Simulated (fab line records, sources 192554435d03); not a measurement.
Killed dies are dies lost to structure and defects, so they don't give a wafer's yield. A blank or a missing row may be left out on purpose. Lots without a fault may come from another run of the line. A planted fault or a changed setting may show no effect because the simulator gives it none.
A struck lot beside a sound one | flow n5_finfet | 15 steps out of a route of 1938
Sound: wafers L960.1, L960.5, L960.6. Struck: wafer L978.1. (L978.5 of the same lot was not struck and is left out.) The cause comes at the end.
At each step with rows: each side's tool, then ch and its chambers, then its first start. Under that, the readings that differ: sound wafers | struck wafers | difference of the means | sigmas: that difference in standard deviations of wafers without a fault.
alike: readings whose means differ by less than 2 such deviations, and words and numbers that are the same on both sides. not compared: withheld readings, readings that some wafer has no value for, bounds like >300 that may hide the same value, and numbers for which the record gives no deviation and whose values overlap.
The two part at a step that has a row with sigmas, a row that says differs or no value, or rows on one side only. Numbers that don't overlap but have no deviation are shown without sigmas and don't part them. A reading that every wafer of one side lacks parts them only if that side has two wafers or more.

first, 4 steps without rows for these wafers: N5_DUMMY_GATE_STRIP_38 (strips in N2/H2); N5_DUMMY_GATE_STRIP_39 (strips in N2/H2); N5_DUMMY_GATE_TRIM_49 (chemistry O2, time 29 s, target cd 14 nm); N5_DUMMY_GATE_STRIP_40 (strips in CF4).
N5_DUMMY_GATE_CD_MEAS_50: target cd 14 nm.
  sound on cd_sem-01, day 3 00:20; struck on cd_sem-02, day 7 10:31
  alike: cd_nm
then, 1 step without rows for these wafers: N5_DUMMY_GATE_ETCH_31 (etches SiO2 in C4F6/O2, target depth 82.5 nm, time 27.5 s).
N5_DUMMY_GATE_STRIP_41: strips in O2.
  sound on rie_diel-03 ch 0,3, day 3 00:25; struck on rie_diel-01 ch 1, day 7 10:39
  alike: drypump_motor_current_A, oes_product_au, rf_vpp_V, showerhead_plenum_p_Torr, throttle_valve_pct
  not compared: rf_hours_counter_h
N5_DUMMY_GATE_HM_OPEN_21: chemistry CH3F/O2, target SiNx, target depth 120 nm, time 171.4 s.
  sound on rie_diel-03 ch 0,3, day 3 00:28; struck on rie_diel-01 ch 1, day 7 10:41
  alike: bias_w, drypump_motor_current_A, mfc_ar_sccm, oes_product_au, rf_vpp_V, showerhead_plenum_p_Torr, throttle_valve_pct
  not compared: rf_hours_counter_h
then, 1 step without rows for these wafers: N5_DUMMY_GATE_ETCH_32 (etches SiO2 in CF4, target depth 3.5 nm, time 3.9 s).
N5_DUMMY_GATE_ETCH_23: etches poly-Si in HBr/Cl2/O2, target depth 41 nm, time 22.3 s.
  sound on rie_si-06 ch 0,1, day 3 00:40; struck on rie_si-06 ch 0, day 7 10:53
  reading               | sound             | struck | difference | sigmas
  oes_product_au (a.u.) | 0.971 1.029 0.979 | 1.037  | +0.044     | +2
  alike: bias_w, drypump_motor_current_A, throttle_valve_pct
  not compared: rf_hours_counter_h
N5_DUMMY_GATE_ETCH_44: etches poly-Si in HBr/O2, stops on SiO2, target depth 127.5 nm.
  sound on rie_si-06 ch 0,1, day 3 00:43; struck on rie_si-06 ch 0, day 7 10:56
  alike: bias_w, drypump_motor_current_A, oes_product_au, throttle_valve_pct
  not compared: rf_hours_counter_h
N5_DUMMY_GATE_CD_MEAS_24: target cd 15 nm.
  sound on cd_sem-03, day 3 00:50; struck on cd_sem-01, day 7 11:03
  alike: cd_nm
N5_DUMMY_GATE_ETCH_42: etches SiO2 in CHF3/O2, target depth 3.5 nm, time 31 s.
  sound on rie_diel-05 ch 0,2,3, day 3 00:53; struck on rie_diel-03 ch 0, day 7 11:06
  reading                  | sound             | struck | difference | sigmas
  throttle_valve_pct (%)   | 18.68 18.20 18.48 | 18.90  | +0.45      | +2
  model.etch.depth_nm (nm) | 3.604 3.609 3.495 | 2.859  | -0.710     |
  alike: bias_w, drypump_motor_current_A, mfc_ar_sccm, oes_product_au, rf_vpp_V, showerhead_plenum_p_Torr
  not compared: rf_hours_counter_h
N5_DUMMY_GATE_STRIP_48: strips in N2/H2, time 20 s.
  sound on rie_diel-05 ch 0,2,3, day 3 00:56; struck on rie_diel-03 ch 0, day 7 11:08
  reading                | sound             | struck | difference | sigmas
  throttle_valve_pct (%) | 12.03 11.80 11.88 | 12.39  | +0.49      | +2
  alike: drypump_motor_current_A, oes_product_au, rf_vpp_V, showerhead_plenum_p_Torr
  not compared: rf_hours_counter_h
-- the record jumps here: 4 days lie between the struck wafers' starts before and after (it left off in module DUMMY_GATE and takes up again in module BEOL_M4, whose first step shown is number 1111 of the route) --
N5_BEOL_M4_RC_MEAS_101:
  sound on prober-02 ch 0, day 7 12:51; struck on prober-01 ch 0, day 11 21:40
  reading        | sound          | struck | difference | sigmas
  DIBL_N (mV/V)  | 35.8 36.9 35.4 | 39.4   | +3.4       | +2
  DIBL_P (mV/V)  | 34.0 36.3 33.8 | 40.3   | +5.6       | +3
  IOFF_N (nA/um) | 0.15 0.18 0.13 | 0.22   | +0.07      | +2
  SS_P (mV/dec)  | 72.6 73.8 73.4 | 75.0   | +1.7       | +3
  alike: IOFF_P, ION_N, ION_P, SS_N, VT_N, VT_P

WHERE THEY PART
First at N5_DUMMY_GATE_ETCH_23; last, within this record, at N5_BEOL_M4_RC_MEAS_101.

WHY: what the simulator had put in
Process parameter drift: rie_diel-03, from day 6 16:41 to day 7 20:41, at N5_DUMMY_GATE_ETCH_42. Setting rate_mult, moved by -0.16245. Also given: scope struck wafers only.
